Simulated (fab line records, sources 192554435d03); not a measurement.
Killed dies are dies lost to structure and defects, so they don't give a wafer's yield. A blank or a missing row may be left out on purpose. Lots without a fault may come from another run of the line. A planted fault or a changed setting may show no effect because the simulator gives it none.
Which tool did it? | flow n5_finfet | 10 lots, 30 wafers sampled, at 7 steps of a route of 1938

WHAT THE GAUGES READ, wafer by wafer
N5_BEOL_M6_INSPECT_58: inspects for defects (darkfield). Usual: raw_defect_count 71, standard deviation 25.
lot  | measured     | on                | raw_defect_count | flag
L978 | day 11 22:49 | defect_inspect-01 | 65 68 67         |
L977 | day 12 02:37 | defect_inspect-02 | 113 54 83        |
L979 | day 12 18:57 | defect_inspect-02 | 54 50 54         |
L980 | day 12 21:09 | defect_inspect-02 | 53 28 39         |
L982 | day 13 09:38 | defect_inspect-01 | 43 41 44         |
L976 | day 14 19:38 | defect_inspect-02 | 67 65 56         |
L990 | day 15 00:31 | defect_inspect-01 | 553 601 56       | OFF
L993 | day 16 05:06 | defect_inspect-02 | 92 50 61         |
L995 | day 16 08:31 | defect_inspect-02 | 31 57 47         |
L996 | day 16 11:25 | defect_inspect-02 | 58 84 34         |

N5_BEOL_M7_INSPECT_13: inspects for defects (brightfield). Usual: raw_defect_count 400, standard deviation 92.
lot  | measured     | on                | raw_defect_count | flag
L978 | day 12 02:00 | defect_inspect-01 | 440 367 411      |
L977 | day 12 04:59 | defect_inspect-02 | 549 417 461      |
L979 | day 12 20:50 | defect_inspect-01 | 258 353 419      |
L980 | day 13 00:35 | defect_inspect-02 | 288 207 243      |
L982 | day 13 11:52 | defect_inspect-02 | 250 233 412      |
L976 | day 14 21:40 | defect_inspect-02 | 353 288 379      |
L990 | day 15 03:02 | defect_inspect-01 | 911 884 290      | OFF
L993 | day 16 06:32 | defect_inspect-02 | 412 254 321      |
L995 | day 16 10:16 | defect_inspect-02 | 403 404 474      |
L996 | day 16 15:16 | defect_inspect-02 | 431 479 368      |

N5_BEOL_M7_INSPECT_30: inspects for defects (brightfield). Usual: raw_defect_count 404, standard deviation 97.
lot  | measured     | on                | raw_defect_count | flag
L978 | day 12 04:29 | defect_inspect-01 | 418 382 410      |
L977 | day 12 07:26 | defect_inspect-01 | 533 394 441      |
L979 | day 12 23:09 | defect_inspect-01 | 246 383 450      |
L980 | day 13 02:26 | defect_inspect-01 | 253 187 223      |
L982 | day 13 13:27 | defect_inspect-02 | 259 235 420      |
L976 | day 14 23:15 | defect_inspect-02 | 373 294 388      |
L990 | day 15 06:40 | defect_inspect-02 | 953 879 327      | OFF
L993 | day 16 08:56 | defect_inspect-02 | 390 270 298      |
L995 | day 16 14:05 | defect_inspect-02 | 399 379 488      |
L996 | day 16 17:55 | defect_inspect-02 | 459 513 379      |

WHICH TOOL RAN EACH LOT (tool, then ch and the chambers of the sampled wafers, then the start)
lot  | N5_BEOL_M6_DEGAS_44          | N5_BEOL_M6_SURFACE_TREAT_79  | N5_BEOL_M6_DEP_56               | N5_BEOL_M7_ILD_DEP_00
L978 | pvd_sputter-02, day 11 19:52 | pvd_sputter-03, day 11 21:35 | pecvd-03 ch 0,1,2, day 11 22:43 | pecvd-04 ch 1,2, day 11 22:50
L977 | pvd_sputter-03, day 11 23:40 | pvd_sputter-02, day 12 01:25 | pecvd-02 ch 0,1,2, day 12 02:32 | pecvd-01 ch 0,1,2, day 12 02:40
L979 | pvd_sputter-02, day 12 17:20 | pvd_sputter-01, day 12 17:47 | pecvd-02 ch 0,2, day 12 18:52   | pecvd-04 ch 0,2, day 12 18:59
L980 | pvd_sputter-01, day 12 17:42 | pvd_sputter-02, day 12 18:07 | pecvd-03 ch 1,2, day 12 21:02   | pecvd-04 ch 0,1, day 12 21:14
L982 | pvd_sputter-03, day 13 08:02 | pvd_sputter-01, day 13 08:25 | pecvd-02 ch 1,2, day 13 09:32   | pecvd-01 ch 0,1,2, day 13 09:41
L976 | pvd_sputter-02, day 14 18:03 | pvd_sputter-02, day 14 18:26 | pecvd-04 ch 0,1, day 14 19:32   | pecvd-04 ch 0,1, day 14 19:41
L990 | pvd_sputter-01, day 14 21:53 | pvd_sputter-03, day 14 22:28 | pecvd-03 ch 0,1, day 15 00:25   | pecvd-01 ch 0,2, day 15 00:34
L993 | pvd_sputter-01, day 16 01:58 | pvd_sputter-03, day 16 03:27 | pecvd-04 ch 0,1, day 16 05:01   | pecvd-02 ch 0,1, day 16 05:08
L995 | pvd_sputter-01, day 16 05:55 | pvd_sputter-03, day 16 06:18 | pecvd-02 ch 0,2, day 16 08:25   | pecvd-04 ch 0,2, day 16 08:33
L996 | pvd_sputter-01, day 16 09:28 | pvd_sputter-03, day 16 09:53 | pecvd-02 ch 1,2, day 16 11:20   | pecvd-02 ch 0,1,2, day 16 11:28
- N5_BEOL_M6_DEGAS_44: time 60 s.
- N5_BEOL_M6_SURFACE_TREAT_79
- N5_BEOL_M6_DEP_56: deposits SiCN from 3MS/NH3, target thk 10 nm, time 17.5 s.
- N5_BEOL_M7_ILD_DEP_00: deposits SiCOH lowk from DEMS/porogen, target thk 179.75 nm, time 33.4 s.

WHAT THE TOOLS THEMSELVES READ (means of the sampled wafers that have a number; where no wafer has one, the mark that the record gives instead)
N5_BEOL_M6_DEGAS_44. Usual: heater_power_w 323 W, standard deviation 24.
lot  | tool           | heater_power_w (W) | flag
L978 | pvd_sputter-02 | 326                |
L977 | pvd_sputter-03 | 316                |
L979 | pvd_sputter-02 | 314                |
L980 | pvd_sputter-01 | 339                |
L982 | pvd_sputter-03 | 336                |
L976 | pvd_sputter-02 | 321                |
L990 | pvd_sputter-01 | 327                |
L993 | pvd_sputter-01 | 336                |
L995 | pvd_sputter-01 | 332                |
L996 | pvd_sputter-01 | 320                |

N5_BEOL_M6_DEP_56. Usual: showerhead_plenum_p_Torr 3.667 Torr, standard deviation 0.016; throttle_valve_pct 9.3 %, standard deviation 0.5.
lot  | tool     | showerhead_plenum_p_Torr (Torr) | throttle_valve_pct (%) | flag
L978 | pecvd-03 | 3.670                           | 9.0                    |
L977 | pecvd-02 | 3.666                           | 9.4                    |
L979 | pecvd-02 | 3.670                           | 8.9                    |
L980 | pecvd-03 | 3.671                           | 8.8                    |
L982 | pecvd-02 | 3.681                           | 9.3                    |
L976 | pecvd-04 | 3.664                           | 9.5                    |
L990 | pecvd-03 | 3.665                           | 9.2                    |
L993 | pecvd-04 | 3.667                           | 9.7                    |
L995 | pecvd-02 | 3.653                           | 9.1                    |
L996 | pecvd-02 | 3.683                           | 9.6                    |

N5_BEOL_M7_ILD_DEP_00. Usual: heater_power_w 336 W, standard deviation 45; showerhead_plenum_p_Torr 5.741 Torr, standard deviation 0.019; throttle_valve_pct 14.0 %, standard deviation 0.91.
lot  | tool     | heater_power_w (W) | showerhead_plenum_p_Torr (Torr) | throttle_valve_pct (%) | flag
L978 | pecvd-04 | 342                | 5.758                           | 14.3                   |
L977 | pecvd-01 | 325                | 5.738                           | 13.4                   |
L979 | pecvd-04 | 322                | 5.753                           | 14.0                   |
L980 | pecvd-04 | 375                | 5.738                           | 14.7                   |
L982 | pecvd-01 | 301                | 5.737                           | 13.3                   |
L976 | pecvd-04 | 362                | 5.752                           | 15.1                   |
L990 | pecvd-01 | 314                | 5.727                           | 13.8                   |
L993 | pecvd-02 | 304                | 5.728                           | 14.4                   |
L995 | pecvd-04 | 321                | 5.732                           | 14.0                   |
L996 | pecvd-02 | 306                | 5.748                           | 14.2                   |

THE ANSWER, worked out from the rows above alone
Rule: a lot is off if the mean of its wafers that have a number lies more than 3 standard deviations from the usual mean. A lot without any number at a reading at which 4 lots or more have one is off too. The other lots that the step has rows for count as sound. The gauges are gone through in route order, then the tools' own readings, and for those a lot's mean is taken as printed above. The first step at which some lot is off is used, and at that step the reading that is off furthest; a lot without a number counts as furthest.
Off: L990, at N5_BEOL_M6_INSPECT_58 (raw_defect_count).
A tool fits if, at a process step before that reading, it ran every lot that is off, and no sound lot after the first of them. The gauges at N5_BEOL_M6_INSPECT_58 aren't tried: what is off there is off at N5_BEOL_M7_INSPECT_30 too, on other tools, and a gauge's error can't cause that. One fits: pecvd-03 at N5_BEOL_M6_DEP_56. Its last sound lot is L980 (day 12 21:02), its first lot that is off L990 (day 15 00:25): a fault that began between those two fits.

WHAT THE SIMULATOR HAD PUT IN
Chamber particle source: pecvd-03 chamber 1, from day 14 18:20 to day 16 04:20, at N5_BEOL_M6_DEP_56. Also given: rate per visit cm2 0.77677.
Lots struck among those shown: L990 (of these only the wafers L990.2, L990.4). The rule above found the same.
